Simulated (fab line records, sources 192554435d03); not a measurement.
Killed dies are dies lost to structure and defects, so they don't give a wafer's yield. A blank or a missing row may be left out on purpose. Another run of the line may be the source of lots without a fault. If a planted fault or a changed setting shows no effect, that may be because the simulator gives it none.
fab line records | flow n5-finfet
record lots=9 wafers=26 last-day=18
route steps=1938 shown BEOL_M1@776 BEOL_M4@1111 PASSIVATION@1936
lots untouched by any fault: they come from a run of this same line in which no faults occurred
start-h: start of the lot's first displayed wafer, in hours after the record's first day | wait-h: hours elapsed since this lot's preceding step | " same as the row above | L1.1+2: a single row standing in for several wafers | - no value present, or no start provided | * or withheld: withheld | < > ~ a bound
route shown NAME@n: NAME is a module with steps in the file, n the number in the route of the first one | usual: mean/standard deviation taken from wafers without a fault | same: alike in all rows | chamber/n: place in a boat | sites: per-site readings | _std_site: the values' standard deviation | _edge_site: mean of outer sites minus mean of inner sites | radius-mm: how far each site lies from the wafer's centre | mask NAME#n: copy n | behind: the tool/chamber that last shaped the wafer | hold: why the lot was held/for how many hours/how that ended | device: whichever transistor did not switch (one of n, p or np) | end of line: tests run on the same wafers once the route is complete | for a step that has no rows: nothing shown but its recipe | killed: not the wafer's yield, but the dies lost to structure and defects at the first sort | map: the dies of a wafer, with x for killed, . for not killed, _ for no die there
set.NAME: the setting as run; set.NAME@STEP: as run at that earlier step | model.NAME: the simulator's own value behind a step, which no gauge read
route steps across a sampled set of lots; one table per step, one row per wafer
services: from which hour (start-h, from the record's first day; less than 0 if before it) a tool's chamber was out of use, for how many hours, and why
## steps
# step N5_BEOL_M1_CD_MEAS_18
# recipe pitch-nm=36 target-cd-nm=18
# usual cd-nm=17.9/0.4
# columns lot.wafer tool chamber start-h wait-h cd-nm
L636.2 cd-sem-01 - 130.28 0.1 17.6
L636.3 " - " " 17.9
L636.6 " - " " 17.4
L643.2 cd-sem-01 - 170.41 0.1 17.9
L643.3 " - " " 17.5
L643.4 " - " " 17.4
L644.1 cd-sem-03 - 179.33 0.0 17.5
L644.5 " - " " 18.1
L644.6 " - " " 17.7
L652.2 cd-sem-03 - 222.81 0.1 17.8
L652.3 " - " " 17.5
L652.5 " - " " 17.5
L654.3 cd-sem-02 - 236.00 0.1 18.3
L654.5 " - " " 18.3
L654.6 " - " " 17.9
L653.2 cd-sem-01 - 239.14 0.1 18.6
L653.5 " - " " 18.0
L655.2 cd-sem-03 - 250.35 0.1 17.7
L655.3 " - " " 18.3
L655.6 " - " " 18.4
L656.2 cd-sem-02 - 250.72 0.1 17.1
L656.5 " - " " 17.7
L656.6 " - " " 17.5
L657.4 cd-sem-01 - 262.50 0.1 17.6
L657.5 " - " " 17.5
L657.6 " - " " 17.1
# step N5_BEOL_M1_ETCH_69
# recipe chemistry=CF4 target=SiARC target-depth-a=156 mask-material=CAR-EUV time-s=26 ion-energy-ev=80 pressure-mtorr=40 source-w=545 bias-w=36 Ar_flow_sccm=100 cf4-flow-sccm=100 ends=cleared
# usual drypump-motor-current-A=5.7/0.48 etch-rf-on-time-s=26.4/0.83 mfc-ar-sccm=100.03/0.3 oes-product-au=0.70/0.071 rf-vpp-V=184.1/1.1 showerhead-plenum-p-Torr=2.14/0.064 throttle-valve-pct=15.47/0.23
# columns lot.wafer tool chamber start-h wait-h drypump-motor-current-A etch-rf-on-time-s mfc-ar-sccm oes-product-au rf-hours-counter-h rf-vpp-V showerhead-plenum-p-Torr throttle-valve-pct
L636.2 rie-diel-01 2 131.00 0.0 5.3 26.2 99.90 0.84 0 184.0 2.09 15.17
L636.3 " 1 " " 5.4 27.2 100.14 0.76 14 185.0 2.11 15.21
L636.6 " 0 " " 5.5 24.6 99.39 0.83 - 183.3 2.10 15.21
L643.2 rie-diel-01 2 171.03 0.0 5.2 26.0 100.63 0.78 16 184.0 2.09 15.19
L643.3 " 0 " " 5.5 24.8 99.94 0.79 21 184.0 2.09 15.26
L643.4 " 3 " " 6.0 26.1 100.03 0.74 45 185.4 2.20 15.53
L644.1 rie-diel-05 2 180.04 0.0 5.0 26.7 100.10 0.71 69 182.8 2.07 15.49
L644.5 " 2 " " 5.0 26.7 99.86 0.72 - 182.8 2.07 15.50
L644.6 " 1 " " 6.0 28.0 99.84 0.55 - 185.4 2.19 15.57
L652.2 rie-diel-01 3 223.31 0.0 6.0 26.4 100.07 0.71 65 184.7 2.19 15.58
L652.3 " 1 " " 5.4 27.7 99.64 0.69 48 183.3 2.10 15.27
L652.5 " 3 " " 6.1 26.3 99.90 0.71 - 184.5 2.19 15.60
L654.3 rie-diel-01 2 236.66 0.0 5.2 26.4 99.67 0.74 37 183.4 2.08 15.22
L654.5 " 2 " " 5.2 26.6 99.93 0.74 - 184.0 2.08 15.21
L654.6 " 3 " " 6.0 26.3 99.99 0.71 - 185.2 2.19 15.59
L653.2 rie-diel-03 3 239.69 0.0 6.5 26.5 100.45 0.74 49 187.3 2.26 15.33
L653.5 " 1 " " 6.6 26.3 99.89 0.64 - 184.0 2.12 15.67
L655.2 rie-diel-05 3 250.84 0.0 5.8 27.6 100.13 0.58 218 184.1 2.21 16.04
L655.3 " 0 " " 5.1 26.5 100.03 0.59 203 182.1 2.04 15.56
L655.6 " 0 " " 5.1 26.3 100.05 0.60 - 183.3 2.04 15.58
L656.2 rie-diel-05 0 251.21 0.0 5.1 26.7 100.50 0.60 203 184.1 2.04 15.57
L656.5 " 0 " " 5.1 26.9 100.54 0.59 - 183.2 2.04 15.57
L656.6 " 1 " " 6.0 26.8 100.17 0.83 - 184.4 2.19 15.09
L657.4 rie-diel-01 0 263.44 0.0 5.5 24.7 99.79 0.75 51 183.4 2.08 15.31
L657.5 " 3 " " 6.0 25.9 100.61 0.71 - 184.9 2.19 15.60
L657.6 " 2 " " 5.2 26.0 99.95 0.74 - 184.5 2.08 15.25
# step N5_BEOL_M1_TRENCH_ETCH_37
# recipe chemistry=C4F6/O2 target-depth-a=552.07 target=SiOC time-s=29 ion-energy-ev=250 pressure-mtorr=30 source-w=355 bias-w=185 Ar_flow_sccm=300 C4F6_flow_sccm=10 O2_flow_sccm=10
# usual drypump-motor-current-A=5.7/0.42 mfc-ar-sccm=300.0/0.89 oes-product-au=0.86/0.066 rf-vpp-V=669/21 showerhead-plenum-p-Torr=2.84/0.073 throttle-valve-pct=20.75/0.18
# columns lot.wafer tool chamber start-h wait-h drypump-motor-current-A mfc-ar-sccm oes-product-au rf-hours-counter-h rf-vpp-V showerhead-plenum-p-Torr throttle-valve-pct
L636.2 rie-diel-01 2 135.89 - 5.2 299.9 0.98 2 681 2.80 20.55
L636.3 " 0 " " 5.5 299.6 0.96 8 676 2.82 20.71
L636.6 " 2 " " 5.3 300.3 0.98 - 683 2.80 20.58
L643.2 rie-diel-01 0 173.97 - 5.5 299.6 1.12 21 675 2.81 20.79
L643.3 " 3 " " 6.1 299.0 0.86 46 632 2.94 20.98
L643.4 " 2 " " 5.3 299.9 0.93 16 682 2.79 20.58
L644.1 rie-diel-01 3 181.14 - 6.0 300.0 0.86 49 633 2.94 21.00
L644.5 " 0 " " 5.5 301.4 1.12 - 675 2.81 20.79
L644.6 " 1 " " 5.4 299.6 0.87 - 679 2.81 20.56
L652.2 rie-diel-03 2 234.54 - 5.8 300.6 0.76 126 654 2.87 20.81
L652.3 " 1 " " 6.6 300.1 0.75 174 683 2.80 20.77
L652.5 " 0 " " 6.1 300.7 0.83 - 691 2.85 20.79
L654.3 rie-diel-01 1 244.61 - 5.4 300.8 0.83 52 681 2.81 20.58
L654.5 " 1 " " 5.4 300.8 0.81 - 681 2.81 20.58
L654.6 " 0 " " 5.5 298.9 0.88 - 676 2.80 20.78
L653.2 rie-diel-03 0 245.76 - 6.1 300.5 0.82 80 692 2.85 20.82
L653.5 " 0 " " 6.0 301.7 0.83 - 692 2.85 20.78
L655.2 rie-diel-01 2 254.44 - 5.3 299.6 0.87 43 682 2.78 20.61
L655.3 " 1 " " 5.4 299.2 0.83 55 681 2.80 20.58
L655.6 " 2 " " 5.3 301.2 0.87 - 680 2.78 20.62
L656.2 rie-diel-01 0 254.81 - 5.5 301.2 0.88 48 674 2.80 20.78
L656.5 " 1 " " 5.4 299.4 0.83 - 681 2.80 20.59
L656.6 " 0 " " 5.5 300.6 0.87 - 676 2.80 20.77
L657.4 rie-diel-01 2 271.61 - 5.2 300.9 0.87 48 680 2.78 20.63
L657.5 " 0 " " 5.5 300.5 0.87 - 676 2.80 20.79
L657.6 " 3 " " 6.1 299.3 0.81 - 632 2.92 21.05
# step N5_BEOL_M1_OCD_MEAS_38
# usual trench-depth-nm=55.5/1.5
# columns lot.wafer tool chamber start-h wait-h trench-depth-nm
L636.2 ocd-02 - 136.05 - 55.4
L636.3 " - " " 57.9
L636.6 " - " " 55.3
L643.2 ocd-02 - 174.12 - 77.6
L643.3 " - " " 54.3
L643.4 " - " " 55.6
L644.1 ocd-01 - 181.30 - 54.1
L644.5 " - " " 78.2
L644.6 " - " " 54.6
L652.2 ocd-02 - 234.71 - 54.3
L652.3 " - " " 55.3
L652.5 " - " " 56.4
L654.3 ocd-02 - 244.77 - 53.2
L654.5 " - " " 53.6
L654.6 " - " " 58.1
L653.2 ocd-02 - 245.92 - 55.8
L653.5 " - " " 56.9
L655.2 ocd-01 - 254.59 - 55.3
L655.3 " - " " 53.8
L655.6 " - " " 55.4
L656.2 ocd-02 - 254.97 - 58.3
L656.5 " - " " 53.5
L656.6 " - " " 58.2
L657.4 ocd-01 - 271.77 - 55.3
L657.5 " - " " 58.3
L657.6 " - " " 54.4
# step N5_BEOL_M1_ALD_84
# recipe material=TaN target-thk-a=* temp-c=275 ald-precursor-family=PDMAT ald-co-reactant=NH3 pressure-torr=3 carrier-flow-sccm=1500 pulse-time-s=2 purge-time-s=3 co-reactant-purge-time-s=2 co-reactant-pulse-time-s=3 ald-cycles=30 precursor-vessel-temp-c=75 precursor-vessel-pressure-torr=26.25 precursor-vessel-carrier-sccm=1000
# usual heater-power-w=402/52
# columns lot.wafer tool chamber start-h wait-h heater-power-w
L636.2 ald-metal-03 3 136.61 0.0 431
L636.3 " 0 " " 477
L636.6 " 1 " " 366
L643.2 ald-metal-01 2 174.94 0.0 322
L643.3 " 3 " " 375
L643.4 " 0 " " 530
L644.1 ald-metal-03 3 182.04 0.0 424
L644.5 " 1 " " 373
L644.6 " 2 " " 379
L652.2 ald-metal-01 0 235.33 0.1 522
L652.3 " 3 " " 360
L652.5 " 3 " " 367
L654.3 ald-metal-03 2 245.18 0.0 382
L654.5 " 0 " " 478
L654.6 " 1 " " 366
L653.2 ald-metal-03 3 246.69 0.0 425
L653.5 " 1 " " 361
L655.2 ald-metal-03 2 255.02 0.0 385
L655.3 " 3 " " 420
L655.6 " 1 " " 373
L656.2 ald-metal-02 2 255.54 0.0 441
L656.5 " 0 " " 367
L656.6 " 3 " " 352
L657.4 ald-metal-03 2 272.38 0.2 389
L657.5 " 1 " " 359
L657.6 " 0 " " 477
# step N5_BEOL_M4_RC_MEAS_101
# usual DIBL_N=37.2/2.5 DIBL_P=38/3 IOFF_N=0.17/0.044 IOFF_P=0.24/0.059 ION_N=667/13 ION_P=461/7.9 SS_N=71.8/0.86 SS_P=73.6/0.92 VT_N=250/4.1 VT_P=-249/3.9
# columns lot.wafer tool chamber start-h wait-h DIBL_N[mV/V] DIBL_P[mV/V] IOFF_N[nA/um] IOFF_P[nA/um] ION_N[uA/um] ION_P[uA/um] SS_N[mV/dec] SS_P[mV/dec] VT_N[mV] VT_P[mV]
L636.2 prober-01 0 178.96 0.2 36.9 38 0.17 0.23 685 466 72.0 73.9 250 -247
L636.3 " 0 " " 36.7 37 0.15 0.21 656 460 71.8 72.6 252 -253
L636.6 " 0 " " 39.7 41 0.22 0.31 682 468 73.0 74.0 245 -243
L643.2 prober-02 0 216.51 0.2 38.5 38 0.18 0.27 677 480 71.3 73.6 249 -244
L643.3 " 0 " " 37.5 37 0.15 0.23 658 460 71.7 73.5 252 -247
L643.4 " 0 " " 37.5 36 0.16 0.22 670 459 71.0 73.3 247 -246
L644.1 prober-02 0 222.51 0.0 38.5 41 0.19 0.27 672 464 72.4 74.5 252 -248
L644.5 " 0 " " 37.0 38 0.17 0.23 666 463 71.6 73.1 249 -248
L644.6 " 0 " " 39.3 41 0.20 0.28 677 466 72.4 74.2 250 -246
L652.2 prober-02 0 271.98 0.2 36.0 34 0.14 0.21 646 446 71.9 72.9 254 -249
L652.3 " 0 " " 38.4 38 0.18 0.24 669 458 72.1 73.4 249 -248
L652.5 " 0 " " 37.2 37 0.15 0.22 658 456 72.5 73.3 254 -251
L654.3 prober-01 0 287.87 0.3 35.6 36 0.15 0.21 666 459 71.2 72.4 251 -251
L654.5 " 0 " " 36.4 38 0.16 0.24 681 469 71.0 72.7 251 -248
L654.6 " 0 " " 34.8 36 0.13 0.21 660 453 71.4 72.3 254 -252
L653.2 prober-02 0 290.62 0.2 37.6 39 0.16 0.26 663 467 72.2 73.7 252 -246
L653.5 " 0 " " 34.0 35 0.11 0.18 640 450 70.7 73.1 259 -252
L655.2 prober-01 0 290.89 0.2 37.1 36 0.14 0.22 651 452 71.5 73.0 254 -248
L655.3 " 0 " " 35.6 36 0.14 0.22 666 464 71.0 73.4 250 -249
L655.6 " 0 " " 39.0 39 0.18 0.28 665 464 72.2 74.2 249 -247
L656.2 prober-02 0 308.40 0.2 33.1 34 0.11 0.16 650 452 71.2 73.1 255 -253
L656.5 " 0 " " 39.4 41 0.19 0.26 654 452 72.3 74.4 251 -251
L656.6 " 0 " " 39.1 41 0.20 0.26 675 460 73.1 73.7 248 -250
L657.4 prober-01 0 315.86 0.5 39.9 38 0.18 0.24 658 458 72.5 72.9 251 -249
L657.5 " 0 " " 39.3 38 0.16 0.25 663 462 72.0 73.2 253 -246
L657.6 " 0 " " 35.9 33 0.12 0.19 657 451 71.3 71.8 257 -251
# step N5_PASSIVATION_PROBE_49
# usual defect-limited-yield=91.5/1.4 killed_at_M0_to_M3=32/11 killed_at_M4_up=12/4.4 killed-at-contacts=13/6.1 killed-at-front-end=39/12 killed-at-other=3.9/3 killed-dies=100/17 killed-on-rim=13/3.9 killed-open=66/12 killed-short=33/7.4 sort_bin_5_function=5.0/0.95 sort_bin_6_memory=3.2/0.66 sort_bin_8_speed=0.0/0.33 sort-n-pass=1079/17 sort-yield-pct=91.4/1.5
# same gross-dies=1180 killed-at-back-side=0 sort_bin_4_leakage[%]=0
# columns lot.wafer tool chamber start-h wait-h defect-limited-yield[%] killed_at_M0_to_M3 killed_at_M4_up killed-at-contacts killed-at-front-end killed-at-other killed-dies killed-on-rim killed-open killed-short sort_bin_5_function[%] sort_bin_6_memory[%] sort_bin_8_speed[%] sort-n-pass sort-yield-pct[%]
L643.2 prober-02 - 332.03 0.1 71.4 265 13 19 35 6 338 90 64 45 5.1 3.5 0 842 71.4
L643.3 prober-02 - 332.08 0.1 90.3 23 13 13 59 6 114 13 68 42 5.3 3.7 0 1066 90.3
L643.4 prober-02 - 332.13 0.2 93.1 18 6 10 46 2 82 8 46 36 3.6 3.1 0 1098 93.1
L644.1 prober-02 - 336.35 0.0 93.0 39 10 9 24 1 83 10 58 25 4.6 2.2 0 1097 93.0
L644.5 prober-02 - 336.55 0.2 68.6 309 16 2 38 6 371 119 60 27 4.2 3.0 0 809 68.6
L644.6 prober-02 - 336.60 0.3 94.5 23 13 3 23 3 65 5 43 22 3.3 1.8 0 1115 94.5
L653.2 prober-01 - 396.06 0.1 89.7 34 9 9 68 1 121 16 76 44 6.6 3.1 0 1059 89.7
L653.5 prober-01 - 396.21 0.2 91.5 30 2 20 44 4 100 14 72 27 5.5 2.7 0 1080 91.5
# killed by level:class
L643.2 BEOL_M1:area-etch=229 MOL_CONTACT_COAG:geometric-particle:open=16 BEOL_M0_SAQP:geometric-particle:short=11 STI_FIN_REVEAL:geometric-particle:open=9 FIN_SAQP:geometric-particle:short=8 BEOL_M0_SAQP:geometric-particle:open=8 BEOL_M2:geometric-particle:open=6 BEOL_M3:geometric-particle:short=5
L643.3 STI_FIN_REVEAL:geometric-particle:open=15 MOL_CONTACT_COAG:geometric-particle:open=11 FIN_SAQP:geometric-particle:short=9 BEOL_M0_SAQP:geometric-particle:short=9 FIN_SAQP:geometric-particle:open=7 BEOL_M4:geometric-particle:open=7 STI_FIN_REVEAL:geometric-particle:short=5 GATE_CUT:geometric-particle:short=5
L643.4 FIN_SAQP:geometric-particle:short=8 MOL_CONTACT_COAG:geometric-particle:open=7 FIN_SAQP:geometric-particle:open=6 STI_FIN_REVEAL:geometric-particle:open=6 STI_FIN_REVEAL:geometric-particle:short=5 BEOL_M0_SAQP:geometric-particle:short=5 STARTING-WAFER:geometric-particle:open=4 BEOL_M1:geometric-particle:open=4
L644.1 BEOL_M3:geometric-particle:open=10 MOL_CONTACT_COAG:geometric-particle:open=6 BEOL_M0:geometric-particle:short=6 STI_FIN_REVEAL:geometric-particle:open=5 BEOL_M1:geometric-particle:open=5 FIN_SAQP:geometric-particle:open=4 DUMMY_GATE:geometric-particle:open=4 BEOL_M0_SAQP:geometric-particle:short=4
L644.5 BEOL_M1:area-etch=284 STI_FIN_REVEAL:geometric-particle:open=14 BEOL_M0_SAQP:geometric-particle:open=6 DUMMY_GATE:geometric-particle:open=5 GATE_CUT:geometric-particle:short=5 BEOL_M0_SAQP:geometric-particle:short=5 STARTING-WAFER:geometric-particle:open=5 BEOL_M4:geometric-particle:open=4
L644.6 BEOL_M3:geometric-particle:open=8 BEOL_M0_SAQP:geometric-particle:open=5 STI_FIN_REVEAL:geometric-particle:open=4 BEOL_M0:geometric-particle:short=4 FIN_SAQP:geometric-particle:open=3 FIN_SAQP:geometric-particle:short=3 MOL_CONTACT_COAG:geometric-particle:open=3 BEOL_M2:geometric-particle:short=3
L653.2 FIN_SAQP:geometric-particle:open=18 STI_FIN_REVEAL:geometric-particle:open=17 GATE_CUT:geometric-particle:short=11 FIN_SAQP:geometric-particle:short=10 BEOL_M2:geometric-particle:open=7 MOL_CONTACT_COAG:geometric-particle:open=6 BEOL_M0_SAQP:geometric-particle:open=6 BEOL_M3:geometric-particle:open=5
L653.5 FIN_SAQP:geometric-particle:open=16 MOL_CONTACT_COAG:geometric-particle:open=15 BEOL_M1:geometric-particle:open=8 STI_FIN_REVEAL:geometric-particle:open=7 GATE_CUT:geometric-particle:short=6 BEOL_M0_SAQP:geometric-particle:short=5 MOL_CONTACT_COAG:geometric-particle:short=5 FIN_SAQP:geometric-particle:short=4
## services
# columns tool chamber start-h hours kind
rie-diel-01 2 110.73 - clean
rie-diel-01 2 110.73 - consumable-replace:focus-ring
rie-diel-01 2 110.73 18.1 scheduled-down
rie-diel-01 2 110.73 18.1 vent-cycle
rie-diel-01 - 116.47 2.8 pm
rie-diel-05 0 118.41 3.1 repair
rie-diel-03 - 134.45 2.8 pm
rie-diel-05 - 139.00 2.8 pm
rie-diel-05 3 158.44 5.2 repair
ald-metal-02 2 160.48 11.7 repair
ald-metal-02 - 174.72 14.6 pm
ald-metal-03 - 183.05 2.8 pm
rie-diel-05 - 183.76 15.6 pm
rie-diel-05 0 200.72 8.9 repair
rie-diel-05 1 203.12 7.6 repair
rie-diel-05 1 211.16 - clean
rie-diel-05 1 211.16 - consumable-replace:focus-ring
rie-diel-05 1 211.16 31.8 scheduled-down
rie-diel-05 1 211.16 31.8 vent-cycle
rie-diel-05 3 215.05 2.0 repair
ald-metal-03 3 216.40 2.1 repair
rie-diel-03 3 256.81 3.9 repair
ald-metal-03 3 262.83 25.9 repair
## key
first-sign step=N5_BEOL_M1_TRENCH_ETCH_37 reading=oes-product-au direction=up sigmas=4 usual=0.86 struck=1.12
effect step=N5_BEOL_M1_OCD_MEAS_38 reading=trench-depth-nm direction=up sigmas=15 usual=55.5 struck=77.9
effect step=N5_PASSIVATION_PROBE_49 reading=killed_at_M0_to_M3 direction=up sigmas=24 usual=32 struck=287
more-kills-born-at N5_BEOL_M1_TRENCH_ETCH_37@rie-diel-01=513
met-at N5_BEOL_M1_TRENCH_ETCH_37
struck-lots L643,L644
struck-wafers L643.2,L644.5
not-acting-at N5_BEOL_M1_CD_MEAS_18,N5_BEOL_M1_ETCH_69,N5_BEOL_M1_ALD_84
onset-between 135.89 173.97
fault kind=process-parameter-drift tool=rie-diel-01 chamber=0 onset-h=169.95 steps=N5_BEOL_M1_TRENCH_ETCH_37 channel=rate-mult offset=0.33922 shape=step end-h=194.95
